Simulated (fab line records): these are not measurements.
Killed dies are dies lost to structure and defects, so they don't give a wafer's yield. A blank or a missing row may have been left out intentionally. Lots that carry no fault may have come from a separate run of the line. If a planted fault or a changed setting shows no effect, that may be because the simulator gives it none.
Code-filled problem report in 8D (eight disciplines) form / flow n5_finfet / the parts of the form that need people (team, actions taken, sign-off) are left out

1. THE ISSUE
Mean IOFF_N_LONG at N5_BEOL_M4_RC_MEAS_101: 7.4e-05 nA/um over 6 wafers in 2 lots; fault-free wafers: 5.6e-05 nA/um, standard deviation 2.1e-06. Relative to the usual mean, that is a shift of +8.4 standard deviations.
First seen on wafer L537.2, day 10 11:23, on prober-02. At this step, 12 wafers from 4 lots have a number in the record. The rule behind "out" and "out of limits": a value lying over 4 standard deviations away from the usual mean. Any other wafer with a number is counted as sound.

2. WHAT IT IS, AND WHAT IT ISN'T
question=which readings at this step | is=IOFF_N_LONG | is not=DIBL_N, DIBL_P, IOFF_N, IOFF_P, SS_N, VT_N
question=which lots | is=L537, L542 | is not=L536, L547
question=which wafers of those lots | is=all that have a number | is not=-
question=read on which gauges | is=prober-01, prober-02 | is not=-
question=when | is=from day 10 11:23 | is not=up to then (3 sound wafers); but 3 sound wafers of L547 came after

3. SUSPECTS, AND WHAT RULES EACH OUT
Counting: a tool at any process step up to the reading remains a suspect when it ran all the lots that are out and ran no sound lot after the first of those.
- the gauge at N5_BEOL_M4_RC_MEAS_101 has been ruled out. 2 gauges (prober-01, prober-02) read the wafers that are out.
- rtp_anneal-01 at N5_WELL_APT_RTA_34 (time 10 s): kept. It processed each lot that is out, first L537 at day 4 03:49, and no sound lot thereafter; up to then, the last sound lot it processed was L536 at day 3 22:21. On those wafers its own readings are out: lamp_power_pct, lamp_zone_1_pct, lamp_zone_2_pct, lamp_zone_3_pct, lamp_zone_4_pct, lamp_zone_5_pct, lamp_zone_6_pct, lamp_zone_7_pct.
Left after counting: rtp_anneal-01 at N5_WELL_APT_RTA_34.

4. THE CAUSE (what the simulator had put in)
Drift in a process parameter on rtp_anneal-01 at N5_WELL_APT_RTA_34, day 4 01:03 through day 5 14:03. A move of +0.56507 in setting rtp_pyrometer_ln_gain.
This tool alone remained once counting was done.

5. SEQUENCE OF EFFECTS, ordered by route
Each row: a reading whose mean over the struck wafers that have a number lies more than 3 standard deviations from the usual. Only readings for which the record gives a usual standard deviation are gone through. hours: the time from each lot's start at the first step in this table that gives one to its start at this step, as a median over the lots. sigmas: the change in usual standard deviations.
hours=0; step=N5_WELL_APT_RTA_34; reading=lamp_power_pct; usual=13.00 %; on struck wafers=11.31; change=-1.69; sigmas=-32
hours=0; step=N5_WELL_APT_RTA_34; reading=lamp_zone_1_pct; usual=12.999 %; on struck wafers=11.320; change=-1.679; sigmas=-58
hours=0; step=N5_WELL_APT_RTA_34; reading=lamp_zone_2_pct; usual=12.997 %; on struck wafers=11.303; change=-1.694; sigmas=-60
hours=0; step=N5_WELL_APT_RTA_34; reading=lamp_zone_3_pct; usual=12.992 %; on struck wafers=11.310; change=-1.682; sigmas=-67
hours=0; step=N5_WELL_APT_RTA_34; reading=lamp_zone_4_pct; usual=12.995 %; on struck wafers=11.317; change=-1.678; sigmas=-62
hours=0; step=N5_WELL_APT_RTA_34; reading=lamp_zone_5_pct; usual=12.994 %; on struck wafers=11.299; change=-1.695; sigmas=-63
hours=0; step=N5_WELL_APT_RTA_34; reading=lamp_zone_6_pct; usual=12.926 %; on struck wafers=11.241; change=-1.685; sigmas=-58
hours=0; step=N5_WELL_APT_RTA_34; reading=lamp_zone_7_pct; usual=13.421 %; on struck wafers=11.681; change=-1.740; sigmas=-64
hours=150; step=N5_BEOL_M4_RC_MEAS_101; reading=IOFF_N_LONG; usual=5.6e-05 nA/um; on struck wafers=7.4e-05; change=+1.8e-05; sigmas=+8.4
It contains these process steps:
- N5_WELL_APT_RTA_34: time 10 s.

6. WHAT WOULD HAVE CAUGHT IT SOONER
The first out-of-limits reading at a measuring or inspecting step in this record came at day 10 11:23, 154 hours after the fault's start at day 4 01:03.
Tool's own readings at N5_WELL_APT_RTA_34, lamp_power_pct, lamp_zone_1_pct, lamp_zone_2_pct, lamp_zone_3_pct, lamp_zone_4_pct, lamp_zone_5_pct, lamp_zone_6_pct, lamp_zone_7_pct: out on all struck wafers the step has rows for; an alarm limit on them would have tripped on the first.
Each of the lots that are out, 2 in all, had begun N5_WELL_APT_RTA_34 on rtp_anneal-01 no later than day 10 11:23. Holding the tool at that point would not have protected any of them.
